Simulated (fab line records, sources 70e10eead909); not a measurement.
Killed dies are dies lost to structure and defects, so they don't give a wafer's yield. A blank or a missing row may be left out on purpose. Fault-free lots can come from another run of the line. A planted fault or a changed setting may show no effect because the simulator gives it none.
Problem report in the 8D (eight disciplines) form, filled by code :: flow nand harc :: the parts of the form that need people (team, actions taken, sign-off) are left out

== 1. WHAT IS WRONG ==
Wafers with no fault read 0.25 % with a standard deviation of 0.23, whereas sort_bin_3_pct at NHARC_END_SORT_01 reads a mean of 5.61 % on 1 wafer of 1 lot. Measured from the usual mean, that is +23 standard deviations.
Seen first at day 21 22:04 on prober-02, wafer L478.1. The record holds 3 wafers of 1 lot with a number at this step. The rule behind "out" and "out of limits": a value lying over 4 standard deviations away from the usual mean. All remaining wafers that have a number are taken as sound.

== 2. WHAT IT IS AND WHAT IT IS NOT ==
question: which readings at this step
is: sort_bin_3_pct, defect limited yield, killed at array, killed dies, sort_bin_2_pct, sort n pass, sort yield pct
is not: killed at other, killed at periphery, killed open, killed short, sort_bin_4_pct, sort rim yield pct

question: which lots
is: L478
is not: -

question: which wafers of those lots
is: L478.1
is not: L478.4, L478.5

question: read on which gauges
is: prober-02
is not: -

question: when
is: from day 21 22:04
is not: up to then (0 sound wafers); but 2 sound wafers of L478 came after

== 3. WHAT RULES OUT EACH SUSPECT ==
Counting: a tool at a process step up to the reading stays a suspect if it ran every lot that is out. Sound lots after the first of them don't rule it out here, since some wafers of a struck lot are sound.
- the gauge at NHARC_END_SORT_01: kept. All the wafers that are out were read on prober-02, and no step on other tools shows them out.
- pvd sputter-02 at NHARC_A_M0_PRE_CLEAN_29 (time 30 s): kept. It ran the lot that is out, L478 (day 20 17:02). NHARC_A_M0_PRE_CLEAN_29: start missing for some lots; hours and lot order therefore follow NHARC_A_BONDPAD_ETCH_24.
- pvd sputter-02 at NHARC_A_M0_PVD_21 (deposits Cu, target thk 30 nm, time 20.49 s): kept. It ran the lot that is out, L478 (day 20 17:02). NHARC_A_M0_PVD_21: start missing for some lots; hours and lot order therefore follow NHARC_A_BONDPAD_ETCH_24.
- pvd sputter-01 at NHARC_A_M1_PVD_20 (deposits TaN, target thk 5 nm, time 8.06 s): kept. It ran the lot that is out, L478 (day 20 17:02). NHARC_A_M1_PVD_20: start missing for some lots; hours and lot order therefore follow NHARC_A_BONDPAD_ETCH_24.
- rie diel-06 at NHARC_A_BONDPAD_ETCH_24 (etches the open film in CF4/N2, target depth 30 nm, time 72.99 s): kept. It ran the lot that is out, L478 (day 20 17:02).
- Within rie diel-06 at NHARC_A_BONDPAD_ETCH_24: the wafers that are out ran in chamber 0; their sound lot-mates ran in chambers 2, 3.
Left after counting: pvd sputter-02 at NHARC_A_M0_PRE_CLEAN_29, pvd sputter-02 at NHARC_A_M0_PVD_21, pvd sputter-01 at NHARC_A_M1_PVD_20, rie diel-06 at NHARC_A_BONDPAD_ETCH_24, prober-02 at NHARC_END_SORT_01.

== 4. THE CAUSE (what the simulator had put in) ==
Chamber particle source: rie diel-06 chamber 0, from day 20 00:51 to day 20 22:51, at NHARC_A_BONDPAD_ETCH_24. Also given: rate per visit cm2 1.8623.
5 suspects survive the count, and this tool is in that group.

== 5. THE EFFECT CHAIN, in route order ==
One row per reading whose mean, taken over the struck wafers that have a number, lies over 3 standard deviations from the usual. Only readings for which the record gives a usual standard deviation are gone through. hours: the time from each lot's start at the first step in this table that gives one to its start at this step, as a median over the lots. sigmas: the change in usual standard deviations.
hours: 0
step: NHARC_END_SORT_01
reading: defect limited yield
usual: 95.7 %
on struck wafers: 81.5
change: -14.2
sigmas: -9.5

hours: 0
step: NHARC_END_SORT_01
reading: killed at array
usual: 25
on struck wafers: 123
change: +98
sigmas: +10

hours: 0
step: NHARC_END_SORT_01
reading: killed dies
usual: 29
on struck wafers: 125
change: +96
sigmas: +9.6

hours: 0
step: NHARC_END_SORT_01
reading: sort_bin_2_pct
usual: 1.3 %
on struck wafers: 8.6
change: +7.3
sigmas: +12

hours: 0
step: NHARC_END_SORT_01
reading: sort_bin_3_pct
usual: 0.25 %
on struck wafers: 5.61
change: +5.36
sigmas: +23

hours: 0
step: NHARC_END_SORT_01
reading: sort n pass
usual: 648
on struck wafers: 552
change: -96
sigmas: -9.6

hours: 0
step: NHARC_END_SORT_01
reading: sort yield pct
usual: 95.7 %
on struck wafers: 81.5
change: -14.2
sigmas: -9.5

== 6. HOW IT WOULD HAVE BEEN CAUGHT EARLIER ==
45 hours passed between the start of the fault at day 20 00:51 and the first reading out of limits at a measuring or inspecting step in this record, taken at day 21 22:04.
Of the tool readings at NHARC_A_BONDPAD_ETCH_24 for which the record gives a usual standard deviation, none was out on any struck wafer, so an alarm limit of 4 standard deviations on them would not have fired.
The start of NHARC_A_BONDPAD_ETCH_24 on rie diel-06 came by day 21 22:04 for every one of the lots that are out (1). Tool hold at that time: it would have spared none of them.
